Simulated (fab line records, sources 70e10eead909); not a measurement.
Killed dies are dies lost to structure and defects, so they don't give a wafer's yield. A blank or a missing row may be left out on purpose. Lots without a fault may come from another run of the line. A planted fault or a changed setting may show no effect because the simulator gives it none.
Which tool did it? | flow nand_harc | 24 lots, 72 wafers sampled, at 5 steps of a route of 1302

WHAT THE GAUGES READ, wafer by wafer
NHARC_A_ONON_D1_THK_MEAS_11: measures by ellipsometry. Usual: thk_nm 1000 nm, standard deviation 9.4.
lot  | measured     | on            | thk_nm (nm)    | flag
L074 | day 7 17:39  | film_metro-01 | 983 983 983    |
L075 | day 8 06:02  | film_metro-02 | 1004 1004 1002 |
L076 | day 8 15:02  | film_metro-01 | 1010 1012 1012 |
L077 | day 9 00:43  | film_metro-02 | 1014 1014 1013 |
L078 | day 9 14:28  | film_metro-01 | 1000 1000 1001 |
L079 | day 10 02:36 | film_metro-02 | 1002 1000 1002 |
L080 | day 10 16:27 | film_metro-01 | 1001 1002 1001 |
L081 | day 10 16:25 | film_metro-02 | 1007 1008 1007 |
L082 | day 11 02:50 | film_metro-01 | 990 990 988    |
L083 | day 11 15:57 | film_metro-02 | 998 999 998    |
L084 | day 11 20:54 | film_metro-01 | 991 993 989    |
L086 | day 12 11:02 | film_metro-01 | 1006 1006 1006 |
L085 | day 12 10:58 | film_metro-02 | 1009 1010 1009 |
L087 | day 13 08:33 | film_metro-01 | 1007 1007 1007 |
L089 | day 14 04:05 | film_metro-01 | 990 992 993    |
L088 | day 14 04:03 | film_metro-01 | 1001 1004 1001 |
L090 | day 14 13:29 | film_metro-02 | 1007 1009 1007 |
L091 | day 14 17:01 | film_metro-02 | 1006 1009 1006 |
L092 | day 15 10:14 | film_metro-01 | 1004 1003 1004 |
L093 | day 15 18:51 | film_metro-02 | 1007 1006 1007 |
L094 | day 16 05:13 | film_metro-01 | 996 997 996    |
L095 | day 16 05:17 | film_metro-01 | 1004 1004 1003 |
L096 | day 16 21:40 | film_metro-01 | 974 972 972    |
L097 | day 17 04:22 | film_metro-02 | 992 994 994    |

NHARC_A_ONON_D1_THK_MEAS_34: measures by ellipsometry. Usual: thk_nm 199.7 nm, standard deviation 2.5.
lot  | measured     | on            | thk_nm (nm)       | flag
L074 | day 8 08:07  | film_metro-01 | 202.6 203.9 199.9 |
L075 | day 8 17:26  | film_metro-01 | 196.9 197.0 201.6 |
L076 | day 9 02:27  | film_metro-01 | 198.3 199.0 199.0 |
L077 | day 9 11:46  | film_metro-01 | 196.9 197.7 200.0 |
L078 | day 10 02:09 | film_metro-01 | 196.9 200.4 200.8 |
L079 | day 10 14:44 | film_metro-01 | 200.1 201.3 200.4 |
L080 | day 11 03:49 | film_metro-01 | 201.2 201.0 204.1 |
L081 | day 11 03:49 | film_metro-02 | 198.3 199.2 202.2 |
L082 | day 11 13:40 | film_metro-01 | 197.0 197.8 201.8 |
L083 | day 12 05:12 | film_metro-01 | 200.8 196.8 199.6 |
L084 | day 12 05:13 | film_metro-02 | 199.6 192.7 199.4 |
L086 | day 12 21:47 | film_metro-02 | 199.8 198.4 202.5 |
L085 | day 12 21:47 | film_metro-01 | 199.5 200.0 201.6 |
L087 | day 13 19:37 | film_metro-01 | 201.4 200.9 203.6 |
L089 | day 14 20:23 | film_metro-02 | 192.8 197.4 201.0 |
L088 | day 14 20:20 | film_metro-01 | 199.2 200.2 203.2 |
L090 | day 15 00:38 | film_metro-01 | 200.7 200.8 202.4 |
L091 | day 15 04:16 | film_metro-01 | 197.9 202.3 198.6 |
L092 | day 15 23:07 | film_metro-01 | 197.6 197.1 198.2 |
L093 | day 16 05:59 | film_metro-01 | 202.8 201.9 201.6 |
L094 | day 16 16:39 | film_metro-01 | 195.1 201.8 202.5 |
L095 | day 16 16:24 | film_metro-01 | 196.2 199.5 199.0 |
L096 | day 17 10:50 | film_metro-01 | 197.8 196.4 197.8 |
L097 | day 17 17:50 | film_metro-01 | 199.0 193.9 198.5 |

NHARC_A_CHANNEL_HOLE_D1_OVL_MEAS_11. Usual: overlay_x_nm 0.0 nm, standard deviation 0.67; overlay_y_nm 0.2 nm, standard deviation 0.66.
lot  | measured     | on         | overlay_x_nm (nm) | overlay_y_nm (nm) | flag
L074 | day 8 10:58  | overlay-02 | 0.2 0.3 0.2       | -0.7 -0.2 -0.3    |
L075 | day 8 20:34  | overlay-01 | -0.6 -0.7 -0.2    | 1.0 0.7 0.8       |
L076 | day 9 11:41  | overlay-01 | -0.9 -0.6 0.0     | -0.2 -0.8 -0.3    |
L077 | day 9 17:24  | overlay-01 | 0.7 0.7 0.5       | 0.5 -0.1 0.5      |
L078 | day 10 05:04 | overlay-02 | 0.4 0.0 0.2       | -0.2 -0.2 0.1     |
L079 | day 10 17:37 | overlay-02 | 0.1 -0.1 -0.3     | 1.7 1.4 0.9       |
L080 | day 11 13:50 | overlay-02 | 0.2 -0.2 -0.4     | -0.2 -0.7 -1.1    |
L081 | day 11 14:04 | overlay-01 | 0.2 0.2 -0.1      | 1.1 0.5 0.7       |
L082 | day 11 20:50 | overlay-02 | 0.9 0.9 0.5       | -0.2 -0.4 -1.0    |
L083 | day 12 08:28 | overlay-02 | 0.0 0.1 0.7       | 0.9 0.4 0.8       |
L084 | day 12 10:23 | overlay-01 | -0.5 -0.2 0.0     | 0.2 0.1 -0.1      |
L086 | day 13 00:32 | overlay-01 | -0.7 -0.3 0.1     | 0.4 0.6 0.2       |
L085 | day 13 01:46 | overlay-02 | 0.2 -0.3 0.4      | 0.8 0.7 0.8       |
L087 | day 13 23:46 | overlay-01 | 1.0 0.5 0.4       | -0.8 -1.1 -0.8    |
L089 | day 15 00:35 | overlay-02 | -0.1 -0.4 0.1     | 0.6 0.2 0.3       |
L088 | day 14 23:37 | overlay-01 | 0.9 0.7 0.3       | 0.6 0.0 0.8       |
L090 | day 15 06:18 | overlay-01 | -0.2 0.4 -0.1     | 0.0 0.2 -0.1      |
L091 | day 15 09:57 | overlay-01 | 0.7 1.2 0.8       | 0.2 0.2 0.2       |
L092 | day 16 03:40 | overlay-02 | -1.7 -2.2 -2.1    | -0.8 -0.4 -0.6    |
L093 | day 16 11:02 | overlay-02 | 1.1 0.8 1.2       | 1.0 1.8 1.0       |
L094 | day 17 02:31 | overlay-01 | -0.2 -0.1 0.0     | -0.1 -1.2 -0.4    |
L095 | day 17 02:20 | overlay-01 | 1.2 0.4 0.7       | -0.3 0.3 -0.2     |
L096 | day 17 13:45 | overlay-01 | -0.5 0.0 0.3      | 0.9 1.0 1.0       |
L097 | day 17 21:49 | overlay-01 | 0.0 -0.3 -0.6     | 0.3 0.3 0.2       |

WHICH TOOL RAN EACH LOT (tool, then ch and the chambers of the sampled wafers, then the start)
lot  | NHARC_P_BONDPAD_PVD_27                  | NHARC_P_BONDPAD_ANNEAL_28
L074 | pvd_sputter-02, day 6 14:35 or earlier  | rtp_anneal-02 ch 0, day 6 14:35
L075 | pvd_sputter-01, day 7 04:05 or earlier  | rtp_anneal-02 ch 0, day 7 04:05
L076 | pvd_sputter-01, day 7 11:21 or earlier  | rtp_anneal-01 ch 0, day 7 11:21
L077 | pvd_sputter-02, day 7 22:44 or earlier  | rtp_anneal-02 ch 0, day 7 22:44
L078 | pvd_sputter-02, day 8 10:22 or earlier  | rtp_anneal-02 ch 0, day 8 10:22
L079 | pvd_sputter-03, day 8 22:33 or earlier  | rtp_anneal-02 ch 0, day 8 22:33
L080 | pvd_sputter-01, day 9 12:07 or earlier  | rtp_anneal-02 ch 0, day 9 12:07
L081 | pvd_sputter-02, day 9 12:40 or earlier  | rtp_anneal-01 ch 0, day 9 12:40
L082 | pvd_sputter-02, day 10 00:28 or earlier | rtp_anneal-01 ch 0, day 10 00:28
L083 | pvd_sputter-01, day 10 12:37 or earlier | rtp_anneal-01 ch 0, day 10 12:37
L084 | pvd_sputter-02, day 10 18:38 or earlier | rtp_anneal-01 ch 0, day 10 18:38
L086 | pvd_sputter-03, day 11 08:13 or earlier | rtp_anneal-02 ch 0, day 11 08:13
L085 | pvd_sputter-03, day 11 09:30 or earlier | rtp_anneal-01 ch 0, day 11 09:30
L087 | pvd_sputter-01, day 12 06:13 or earlier | rtp_anneal-01 ch 0, day 12 06:13
L089 | pvd_sputter-03, day 12 21:30 or earlier | rtp_anneal-02 ch 0, day 12 21:30
L088 | pvd_sputter-01, day 13 00:53 or earlier | rtp_anneal-01 ch 0, day 13 00:53
L090 | pvd_sputter-01, day 13 10:51 or earlier | rtp_anneal-02 ch 0, day 13 10:51
L091 | pvd_sputter-01, day 13 14:58 or earlier | rtp_anneal-01 ch 0, day 13 14:58
L092 | pvd_sputter-03, day 14 04:28 or earlier | rtp_anneal-02 ch 0, day 14 04:28
L093 | pvd_sputter-01, day 14 17:14 or earlier | rtp_anneal-01 ch 0, day 14 17:14
L094 | pvd_sputter-02, day 15 03:25 or earlier | rtp_anneal-01 ch 0, day 15 03:25
L095 | pvd_sputter-02, day 15 04:43 or earlier | rtp_anneal-01 ch 0, day 15 04:43
L096 | pvd_sputter-02, day 15 17:53 or earlier | rtp_anneal-02 ch 0, day 15 17:53
L097 | pvd_sputter-02, day 16 02:04 or earlier | rtp_anneal-01 ch 0, day 16 02:04
- NHARC_P_BONDPAD_PVD_27: deposits Cu, target thk 30 nm, time 20.49 s.
- NHARC_P_BONDPAD_ANNEAL_28: time 90 s.

WHAT THE TOOLS THEMSELVES READ (means of the sampled wafers that have a number; where no wafer has one, the mark that the record gives instead)
NHARC_P_BONDPAD_PVD_27. Usual: throttle_valve_pct 29.8 %, standard deviation 1.
lot  | tool           | throttle_valve_pct (%) | flag
L074 | pvd_sputter-02 | 29.4                   |
L075 | pvd_sputter-01 | 30.1                   |
L076 | pvd_sputter-01 | 29.8                   |
L077 | pvd_sputter-02 | 29.8                   |
L078 | pvd_sputter-02 | 28.6                   |
L079 | pvd_sputter-03 | 30.6                   |
L080 | pvd_sputter-01 | 30.0                   |
L081 | pvd_sputter-02 | 29.5                   |
L082 | pvd_sputter-02 | 29.5                   |
L083 | pvd_sputter-01 | 30.0                   |
L084 | pvd_sputter-02 | 29.2                   |
L086 | pvd_sputter-03 | 30.7                   |
L085 | pvd_sputter-03 | 29.9                   |
L087 | pvd_sputter-01 | 30.4                   |
L089 | pvd_sputter-03 | 30.9                   |
L088 | pvd_sputter-01 | 30.3                   |
L090 | pvd_sputter-01 | 29.6                   |
L091 | pvd_sputter-01 | 30.0                   |
L092 | pvd_sputter-03 | 30.0                   |
L093 | pvd_sputter-01 | 30.0                   |
L094 | pvd_sputter-02 | 29.3                   |
L095 | pvd_sputter-02 | 28.6                   |
L096 | pvd_sputter-02 | 28.4                   |
L097 | pvd_sputter-02 | 29.0                   |

NHARC_P_BONDPAD_ANNEAL_28. Usual: wafer_temp_C_max 225.97, standard deviation 0.23.
lot  | tool          | wafer_temp_C_max | flag
L074 | rtp_anneal-02 | 225.82           |
L075 | rtp_anneal-02 | 226.12           |
L076 | rtp_anneal-01 | 225.81           |
L077 | rtp_anneal-02 | 225.75           |
L078 | rtp_anneal-02 | 225.89           |
L079 | rtp_anneal-02 | 225.93           |
L080 | rtp_anneal-02 | 225.97           |
L081 | rtp_anneal-01 | 226.12           |
L082 | rtp_anneal-01 | 225.93           |
L083 | rtp_anneal-01 | 226.19           |
L084 | rtp_anneal-01 | 225.71           |
L086 | rtp_anneal-02 | 225.75           |
L085 | rtp_anneal-01 | 226.01           |
L087 | rtp_anneal-01 | 225.96           |
L089 | rtp_anneal-02 | 226.00           |
L088 | rtp_anneal-01 | 225.94           |
L090 | rtp_anneal-02 | 225.72           |
L091 | rtp_anneal-01 | 226.10           |
L092 | rtp_anneal-02 | 226.00           |
L093 | rtp_anneal-01 | 225.75           |
L094 | rtp_anneal-01 | 226.03           |
L095 | rtp_anneal-01 | 225.89           |
L096 | rtp_anneal-02 | 225.82           |
L097 | rtp_anneal-01 | 225.74           |

THE ANSWER, worked out from the rows above alone
Rule: a lot is off if the mean of its wafers that have a number lies more than 3 standard deviations from the usual mean. A lot without any number at a reading at which 4 lots or more have one is off too. The other lots that the step has rows for count as sound. The gauges are gone through in route order, then the tools' own readings, and for those a lot's mean is taken as printed above. The first step at which some lot is off is used, and at that step the reading that is off furthest; a lot without a number counts as furthest.
No lot is off at any reading shown: from this, nothing can be told.

WHAT THE SIMULATOR HAD PUT IN
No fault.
